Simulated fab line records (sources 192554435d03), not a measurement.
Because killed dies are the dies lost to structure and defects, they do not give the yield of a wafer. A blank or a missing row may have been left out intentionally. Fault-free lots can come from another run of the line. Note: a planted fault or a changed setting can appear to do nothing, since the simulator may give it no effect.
Chamber matching / flow n5-finfet / 4 sister chambers for N5_GATE_CUT_ETCH_36 on rie-diel-01
The step etches SiARC in CF4, target depth 13 nm, time 21.7 s. 18 wafers are shown with their chamber, then 9 later ones without.

== WAFERS, EACH WITH ITS CHAMBER ==
wafer=L074.2; chamber=1; drypump-motor-current-A (A)=6.2; throttle-valve-pct (%)=15.49; showerhead-plenum-p-Torr (Torr)=2.21
wafer=L074.3; chamber=2; drypump-motor-current-A (A)=5.1; throttle-valve-pct (%)=15.38; showerhead-plenum-p-Torr (Torr)=2.20
wafer=L074.4; chamber=0; drypump-motor-current-A (A)=6.1; throttle-valve-pct (%)=16.12; showerhead-plenum-p-Torr (Torr)=2.22
wafer=L075.1; chamber=2; drypump-motor-current-A (A)=5.1; throttle-valve-pct (%)=15.40; showerhead-plenum-p-Torr (Torr)=2.20
wafer=L075.4; chamber=1; drypump-motor-current-A (A)=6.1; throttle-valve-pct (%)=15.51; showerhead-plenum-p-Torr (Torr)=2.21
wafer=L075.5; chamber=2; drypump-motor-current-A (A)=5.1; throttle-valve-pct (%)=15.40; showerhead-plenum-p-Torr (Torr)=2.20
wafer=L076.3; chamber=2; drypump-motor-current-A (A)=5.1; throttle-valve-pct (%)=15.40; showerhead-plenum-p-Torr (Torr)=2.20
wafer=L076.4; chamber=1; drypump-motor-current-A (A)=6.1; throttle-valve-pct (%)=15.50; showerhead-plenum-p-Torr (Torr)=2.21
wafer=L076.5; chamber=1; drypump-motor-current-A (A)=6.1; throttle-valve-pct (%)=15.49; showerhead-plenum-p-Torr (Torr)=2.21
wafer=L077.3; chamber=0; drypump-motor-current-A (A)=6.1; throttle-valve-pct (%)=16.14; showerhead-plenum-p-Torr (Torr)=2.21
wafer=L077.4; chamber=3; drypump-motor-current-A (A)=6.3; throttle-valve-pct (%)=15.54; showerhead-plenum-p-Torr (Torr)=2.12
wafer=L077.5; chamber=2; drypump-motor-current-A (A)=5.1; throttle-valve-pct (%)=15.41; showerhead-plenum-p-Torr (Torr)=2.19
wafer=L084.2; chamber=2; drypump-motor-current-A (A)=5.1; throttle-valve-pct (%)=15.44; showerhead-plenum-p-Torr (Torr)=2.19
wafer=L084.4; chamber=1; drypump-motor-current-A (A)=6.1; throttle-valve-pct (%)=15.54; showerhead-plenum-p-Torr (Torr)=2.20
wafer=L084.5; chamber=3; drypump-motor-current-A (A)=6.3; throttle-valve-pct (%)=15.57; showerhead-plenum-p-Torr (Torr)=2.11
wafer=L085.1; chamber=2; drypump-motor-current-A (A)=5.1; throttle-valve-pct (%)=15.44; showerhead-plenum-p-Torr (Torr)=2.19
wafer=L085.3; chamber=0; drypump-motor-current-A (A)=6.2; throttle-valve-pct (%)=16.14; showerhead-plenum-p-Torr (Torr)=2.21
wafer=L085.6; chamber=3; drypump-motor-current-A (A)=6.3; throttle-valve-pct (%)=15.59; showerhead-plenum-p-Torr (Torr)=2.11

SIGNATURES (averages over the wafers above)
reading=drypump-motor-current-A; chamber 0=6.133; chamber 1=6.120; chamber 2=5.100; chamber 3=6.300; scatter within a chamber=0.0324
reading=throttle-valve-pct; chamber 0=16.1333; chamber 1=15.5060; chamber 2=15.4100; chamber 3=15.5667; scatter within a chamber=0.0211
reading=showerhead-plenum-p-Torr; chamber 0=2.2133; chamber 1=2.2080; chamber 2=2.1957; chamber 3=2.1133; scatter within a chamber=0.00524
Rule: a wafer's distance from a chamber is the root of the sum, over the readings, of the square of ((its reading less the chamber's mean) divided by the reading's scatter). The wafer belongs to the nearest chamber; if the next one is less than 2 further off, it can't be placed. How the scatter is found: for the shown wafers, subtract from each reading the mean of its chamber, square and add these, divide the total by (wafers less chambers), then take the root.

== WAFERS WHOSE CHAMBER IS MISSING ==
wafer=L089.1; drypump-motor-current-A (A)=5.1; throttle-valve-pct (%)=15.46; showerhead-plenum-p-Torr (Torr)=2.19
wafer=L089.3; drypump-motor-current-A (A)=6.1; throttle-valve-pct (%)=16.14; showerhead-plenum-p-Torr (Torr)=2.21
wafer=L089.4; drypump-motor-current-A (A)=6.4; throttle-valve-pct (%)=15.59; showerhead-plenum-p-Torr (Torr)=2.11
wafer=L096.1; drypump-motor-current-A (A)=5.1; throttle-valve-pct (%)=15.48; showerhead-plenum-p-Torr (Torr)=2.18
wafer=L096.2; drypump-motor-current-A (A)=6.3; throttle-valve-pct (%)=15.61; showerhead-plenum-p-Torr (Torr)=2.11
wafer=L096.4; drypump-motor-current-A (A)=5.1; throttle-valve-pct (%)=15.48; showerhead-plenum-p-Torr (Torr)=2.18
wafer=L097.3; drypump-motor-current-A (A)=5.1; throttle-valve-pct (%)=15.49; showerhead-plenum-p-Torr (Torr)=2.18
wafer=L097.5; drypump-motor-current-A (A)=5.1; throttle-valve-pct (%)=15.47; showerhead-plenum-p-Torr (Torr)=2.18
wafer=L097.6; drypump-motor-current-A (A)=6.1; throttle-valve-pct (%)=15.60; showerhead-plenum-p-Torr (Torr)=2.19

== THE CHAMBER EACH PASSED THROUGH ==
wafer=L089.1; from the rows above=2; in truth=2
wafer=L089.3; from the rows above=0; in truth=0
wafer=L089.4; from the rows above=3; in truth=3
wafer=L096.1; from the rows above=2; in truth=2
wafer=L096.2; from the rows above=3; in truth=3
wafer=L096.4; from the rows above=2; in truth=2
wafer=L097.3; from the rows above=2; in truth=2
wafer=L097.5; from the rows above=2; in truth=2
wafer=L097.6; from the rows above=1; in truth=1
Correctly placed: 9 of 9. From these rows, 0 cannot be placed. Wrongly placed: 0.
